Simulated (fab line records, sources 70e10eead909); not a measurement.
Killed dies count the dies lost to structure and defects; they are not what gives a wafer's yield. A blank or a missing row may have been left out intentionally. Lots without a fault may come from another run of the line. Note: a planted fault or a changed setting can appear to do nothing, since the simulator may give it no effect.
fab line records	flow nand-harc
record: lots: 5	wafers: 15	last-day: 25
route steps=1159 shown A_STAIRCASE@536 END@1159
lots that met no fault: from a run of the same line without faults
start-h: the number of hours between the record's first day and the start of the first shown wafer of the lot	wait-h: time in hours since the lot's previous step	" unchanged from the row above	L1.1+2: several wafers, shown together as one row	- no value, or no start given	* or withheld: withheld	< > ~ a bound
route shown NAME@n: names a module that has steps shown in the file, with the first one's number in the route	usual: mean/standard deviation taken from wafers without a fault	same: alike in all rows	chamber/n: place in a boat	sites: readings site by site	_std_site: their standard deviation	_edge_site: the outer-site mean with the inner-site mean subtracted	radius-mm: for every site, how far away it sits from the centre of the wafer	mask NAME#n: copy n	behind: the last tool/chamber to shape the wafer	hold: reason for holding the lot/hours on hold/outcome of the hold	device: the transistor (n, p or np) that didn't switch	end of line: the same wafers' tests at the end of the route	a step given without rows: its recipe and nothing more	killed: count of dies lost to structure and defects at first sort (not the wafer's yield)	map: a wafer's dies, x killed, . not, _ none there
set.NAME: the setting as run; set.NAME@STEP: as run at that earlier step	model.NAME: the simulator's own value behind a step, which no gauge read
certain route steps with their lots: each step a table, each wafer a row
services: from which hour (start-h, from the record's first day; less than 0 if before it) a tool's chamber was out of use, for how many hours, and why
== steps ==
step: NHARC_A_STAIRCASE_SRD_174
step: NHARC_A_STAIRCASE_DEHYDRATE_01
recipe: temp-c: 150	time-s: 120
step: NHARC_A_STAIRCASE_HMDS_02
recipe: time-s: 30
step: NHARC_A_STAIRCASE_COAT_03
recipe: spin-rpm: 1200
step: NHARC_A_STAIRCASE_SOFTBAKE_04
recipe: temp-c: 135	time-s: 170
step: NHARC_A_STAIRCASE_EBR_05
step: NHARC_A_STAIRCASE_EXPOSE_06
recipe: na: 0.5	dose-mj: 25.43	mask-id: STAIR
step: NHARC_A_STAIRCASE_PEB_07
recipe: peb-temp-c: 115	peb-time-s: 130
step: NHARC_A_STAIRCASE_DEVELOP_08
recipe: time-s: 140
step: NHARC_A_STAIRCASE_HARDBAKE_10
recipe: temp-c: 120	time-s: 140
step: NHARC_A_STAIRCASE_DESCUM_11
recipe: time-s: 3	o2-flow-sccm: 200	ar-flow-sccm: 0	bias-power-w: 0	chemistry: O2
usual: drypump-motor-current-A: 5.5/0.49	oes-product-au: 0.997/0.0066	rf-vpp-V: 57.7/0.77	showerhead-plenum-p-Torr: 1.91/0.087	throttle-valve-pct: 11.312/0.0097
lot.wafer	tool	chamber	start-h	wait-h	drypump-motor-current-A	oes-product-au	rf-hours-counter-h	rf-vpp-V	showerhead-plenum-p-Torr	throttle-valve-pct
L224.4	rie-diel-01	2	262.10	-	4.8	1.001	46	57.5	1.95	11.322
L224.5	"	3	"	"	5.2	1.006	-	57.5	2.00	11.334
L224.6	"	0	"	"	5.8	1.007	-	58.7	2.00	11.299
L229.2	rie-diel-04	3	319.24	-	6.7	0.997	5	57.6	1.83	11.301
L229.4	"	2	"	"	5.4	0.989	10	57.4	1.89	11.322
L229.5	"	3	"	"	6.7	0.991	-	57.9	1.83	11.302
L238.2	rie-diel-04	0	353.56	-	6.0	0.994	24	58.1	1.95	11.323
L238.3	"	1	"	"	5.0	1.010	17	58.4	1.89	11.327
L238.1	"	2	"	"	5.4	0.993	23	58.7	1.89	11.306
L241.1	rie-diel-01	0	372.95	-	5.8	1.000	16	57.9	1.99	11.320
L241.2	"	1	"	"	5.5	1.005	16	57.6	1.80	11.304
L241.5	"	3	"	"	5.2	1.009	-	57.4	1.99	11.314
L240.1	rie-diel-01	1	381.12	-	5.5	0.999	19	58.6	1.80	11.312
L240.2	"	2	"	"	4.8	0.996	17	58.9	1.93	11.314
L240.6	"	3	"	"	5.1	0.983	-	57.6	1.99	11.291
step: NHARC_A_STAIRCASE_TRIM_12
recipe: time-s: 211.2	o2-flow-sccm: 500	ar-flow-sccm: 0	bias-w: 0	chemistry: O2
usual: drypump-motor-current-A: 5.5/0.51	oes-product-au: 0.997/0.0069	rf-vpp-V: 57.7/0.89	showerhead-plenum-p-Torr: 3.52/0.14	throttle-valve-pct: 17.036/0.01
lot.wafer	tool	chamber	start-h	wait-h	drypump-motor-current-A	oes-product-au	rf-hours-counter-h	rf-vpp-V	showerhead-plenum-p-Torr	throttle-valve-pct
L224.4	rie-diel-01	0	262.21	0.1	5.8	0.984	31	58.3	3.67	17.054
L224.5	"	1	"	"	5.5	0.986	-	57.1	3.35	17.026
L224.6	"	2	"	"	4.9	1.001	-	57.5	3.58	17.025
L229.4	rie-diel-04	3	319.34	0.1	6.7	0.983	5	58.9	3.38	17.040
L229.2	"	1	"	"	5.0	0.995	4	56.7	3.49	17.037
L229.5	"	3	"	"	6.7	0.985	-	57.7	3.38	17.041
L238.2	rie-diel-04	0	353.66	0.1	5.9	0.749	24	56.0	3.59	17.032
L238.1	"	1	"	"	5.0	0.998	17	57.3	3.49	17.042
L238.3	"	2	"	"	5.4	0.998	24	57.1	3.49	17.034
L241.1	rie-diel-01	2	373.03	0.1	4.8	0.995	14	58.4	3.56	17.034
L241.2	"	3	"	"	5.2	0.994	14	58.0	3.67	17.046
L241.5	"	2	"	"	4.8	0.989	-	55.6	3.56	17.036
L240.1	rie-diel-01	0	381.22	0.1	5.8	0.998	19	58.2	3.65	17.055
L240.2	"	1	"	"	5.5	0.994	19	58.1	3.32	17.040
L240.6	"	3	"	"	5.2	0.999	-	57.7	3.66	17.027
step: NHARC_A_STAIRCASE_ETCH_13
recipe: target-depth-a: 1000	time-s: 40.5	ion-energy-ev: 400	c4f8-flow-sccm: 20	o2-flow-sccm: 10	ar-flow-sccm: withheld	rf-w: 600	bias-w: 1000	chemistry: C4F8/O2
usual: oes-product-au: 0.933/0.013	rf-vpp-V: 896/5.5
lot.wafer	tool	chamber	start-h	wait-h	oes-product-au	rf-hours-counter-h	rf-vpp-V
L224.4	rie-diel-01	0	-	-	0.924	31	902
L224.6	"	1	"	"	0.934	-	889
L224.5	"	2	"	"	0.934	-	897
L229.4	rie-diel-04	0	-	-	0.936	10	898
L229.2	"	2	"	"	0.932	10	895
L229.5	"	1	"	"	0.933	-	895
L238.2	rie-diel-04	1	-	-	0.950	17	895
L238.1	"	2	"	"	0.959	24	894
L238.3	"	3	"	"	0.957	20	890
L241.1	rie-diel-01	0	-	-	0.918	16	902
L241.2	"	1	"	"	0.932	16	889
L241.5	"	0	"	"	0.925	-	902
L240.1	rie-diel-01	1	-	-	0.928	19	888
L240.2	"	3	"	"	0.926	17	903
L240.6	"	2	"	"	0.940	-	898
step: NHARC_END_SORT_01
recipe: temp-c: 25
usual: killed-at-array: 27/11	killed-at-other: 0.7/0.93	killed-at-periphery: 2.9/1.9	killed-dies: 30/11	killed-open: 3.1/1.7	killed-short: 1.9/1.3
same: gross-dies: 677
lot.wafer	tool	chamber	start-h	wait-h	killed-at-array	killed-at-other	killed-at-periphery	killed-dies	killed-open	killed-short
L224.4	prober-02	0	466.10	3.4	10	1	2	13	1	3
L224.5	prober-02	0	466.90	3.7	13	1	3	17	4	1
L224.6	prober-02	0	467.70	4.0	11	0	2	13	3	1
L238.2	prober-02	0	568.37	2.8	673	0	3	676	8	2
L240.1	prober-02	0	598.03	2.5	31	0	1	32	4	1
L240.2	prober-02	0	598.82	2.8	38	0	4	42	2	3
L240.6	prober-02	0	601.98	3.9	38	0	3	41	3	1
killed by level:class
L224.4 A_CHANNEL_FILL_D1:geometric-particle:short=2 A_CHANNEL_HOLE_D1:chamber-film-flake=2 A_STAIRCASE:chamber-film-flake=2 A_CONTACT:chamber-film-flake=2 P_M0:geometric-particle:short=1 A_CHANNEL_FILL_D1:geometric-particle:open=1 P_GATE:chamber-film-flake=1 A_ZERO_WELL:chamber-film-flake=1
L224.5 A_CHANNEL_HOLE_D1:chamber-film-flake=4 A_M0:geometric-particle:open=3 A_CONTACT:chamber-film-flake=2 P_GATE:geometric-particle:open=1 A_M0:geometric-particle:short=1 P_STI:chamber-film-flake=1 P_GATE:chamber-film-flake=1 A_STAIRCASE:chamber-film-flake=1
L224.6 A_CONTACT:chamber-film-flake=4 A_WL_FILL:geometric-particle:open=2 P_GATE:chamber-film-flake=2 A_STAIRCASE:chamber-film-flake=2 A_CHANNEL_FILL_D1:geometric-particle:short=1 A_CONTACT:geometric-particle:open=1 A_SLIT:chamber-film-flake=1
L238.2 A_STAIRCASE:area-trim=648 A_CHANNEL_HOLE_D1:chamber-film-flake=9 A_CONTACT:chamber-film-flake=4 A_CHANNEL_FILL_D1:geometric-particle:open=2 A_CONTACT:geometric-particle:open=2 P_CONTACT:geometric-particle:open=1 A_SGD_CUT:geometric-particle:open=1 A_WL_FILL:geometric-particle:short=1
L240.1 A_SLIT:chamber-film-flake=13 A_CHANNEL_HOLE_D1:chamber-film-flake=7 A_M0:chamber-film-flake=4 A_CONTACT:geometric-particle:open=2 A_ZERO_WELL:chamber-film-flake=2 P_CONTACT:geometric-particle:open=1 A_ONON_D1:geometric-particle:open=1 A_ONON_D1:geometric-particle:short=1
L240.2 A_SLIT:chamber-film-flake=18 A_CONTACT:chamber-film-flake=8 A_CHANNEL_HOLE_D1:chamber-film-flake=4 A_STAIRCASE:chamber-film-flake=3 P_GATE:chamber-film-flake=2 A_M0:chamber-film-flake=2 P_M0:geometric-particle:open=1 P_M0:geometric-particle:short=1
L240.6 A_SLIT:chamber-film-flake=14 A_CHANNEL_HOLE_D1:chamber-film-flake=9 A_M0:chamber-film-flake=6 A_CONTACT:chamber-film-flake=4 P_GATE:chamber-film-flake=2 P_M0:geometric-particle:open=1 A_CHANNEL_FILL_D1:geometric-particle:open=1 A_CHANNEL_FILL_D1:geometric-particle:short=1
map L238.2 (x killed, . not)
____________x____________
_________xxxxxxx_________
_______xxxxxxxxxxx_______
______xxxxxxxxxxxxx______
_____xxxxxxxxxxxxxxx_____
____xxxxxxxxxxxxxxxxx____
____xxxxxxxxxxxxxxxxx____
___xxxxxxxxxxxxxxxxxxx___
___xxxxxxxxxxxxxxxxxxx___
__xxxxxxxxxxxxxxxxxxxxx__
__xxxxxxxxxxxxxxxxxxxxx__
_xxxxxxxxxxxxxxxxxxxxxxx_
_xxxxxxxxxxxxxxxxxxxxxxx_
_xxxxxxxxxxxxxxxxxxxxxxx_
_xxxxxxxxxxxxxxxxxxxxxxx_
_xxxxxxxxxxxxxxxxxxxxxxx_
xxxxxxxxxxxxxxxxxxxxxxxxx
xxxxxxxxxxxxxxxxxxxxxxxxx
xxxxxxxxxxxxxxxxxxxxxxxxx
xxxxxxxxxxxxxxxxxxxxxxxxx
xxxxxxxxxxxxxxxxxxxxxxxxx
_xxxxxxxxxxxxxxxxxxxxxxx_
_xxxxxxxxxxxxxxxxxxxxxxx_
_xxxx.xxxxxxxxxxxxxxxxxx_
_xxxxxxxxxxxxxxxxxxxxxxx_
_xxxxxxxxxxxxxxxxxxxxxxx_
__xxxxxxxxxxxxxxxxxxxxx__
__xxxxxxxxxxxxxxxxxxxxx__
___xxxxxxxxxxxxxxxxxxx___
___xxxxxxxxxxxxxxxxxxx___
____xxxxxxxxxxxxxxxxx____
____xxxxxxxxxxxxxxxxx____
_____xxxxxxxxxxxxxxx_____
______xxxxxxxxxxxxx______
_______xxxxxxxxxxx_______
_________xxxxxxx_________
____________x____________
map L229.5 (x killed, . not)
____________.____________
_________...x..._________
_______..x.x......_______
______..x..........______
_____.x............._____
____......x.x........____
____.................____
___...................___
___...................___
__.....................__
__.....................__
_......................._
_........x.............._
_............x.....x..x._
_......................._
_.....x................._
.........................
.........................
.........................
...x.....................
.........................
_......................._
_........x.............._
_.........x.x..........._
_......................._
_.......x.xx............_
__....x.x..x...........__
__........x............__
___...................___
___...................___
____.....x...........____
____.................____
_____..............._____
______.......x.....______
_______..........._______
_________......._________
____________.____________
== services ==
tool	chamber	start-h	hours	kind
rie-diel-01	0	245.36	-	clean
rie-diel-01	1	245.36	-	clean
rie-diel-01	2	245.36	-	clean
rie-diel-01	3	245.36	-	clean
rie-diel-04	3	257.33	51.6	repair
rie-diel-01	0	269.86	-	clean
rie-diel-01	1	269.86	-	clean
rie-diel-01	2	269.86	-	clean
rie-diel-01	3	269.86	-	clean
rie-diel-04	-	289.02	9.0	pm
rie-diel-01	0	294.36	-	clean
rie-diel-01	1	294.36	-	clean
rie-diel-01	2	294.36	-	clean
rie-diel-01	3	294.36	-	clean
rie-diel-04	1	307.14	9.6	repair
rie-diel-01	-	315.57	9.0	pm
rie-diel-01	0	315.57	9.0	vent-cycle
rie-diel-01	1	315.57	9.0	vent-cycle
rie-diel-01	2	315.57	9.0	vent-cycle
rie-diel-01	3	315.57	9.0	vent-cycle
rie-diel-01	0	324.57	-	clean
rie-diel-01	1	324.57	-	clean
rie-diel-01	2	324.57	-	clean
rie-diel-01	2	324.57	-	consumable-replace:focus-ring
== key ==
first-sign: step: NHARC_A_STAIRCASE_TRIM_12	reading: oes-product-au	direction: down	sigmas: 36	usual: 0.997	struck: 0.749
effect: step: NHARC_END_SORT_01	reading: killed-at-array	direction: up	sigmas: 59	usual: 27	struck: 673
more-kills-born-at: NHARC_A_STAIRCASE_TRIM_12@rie-diel-04: 648
met-at NHARC_A_STAIRCASE_TRIM_12
struck-wafers L238.2
later-rows-left-out L238.2
tester-left-out L238
fault: kind: process-parameter-drift	tool: rie-diel-04	chamber: 0	onset-h: 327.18	steps: NHARC_A_STAIRCASE_TRIM_12	channel: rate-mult	offset: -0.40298	shape: step	end-h: 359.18
tester-left-out: of these lots the tester's yield and bins aren't shown, on N5 and GAA mostly nor the transistor test; their killed dies are dies lost to structure and defects alone, not to doping, threshold or leakage, so they don't give the yield
later-rows-left-out: the simulator's readings of these wafers behind a module that went badly wrong aren't trusted and aren't shown, but for the sort
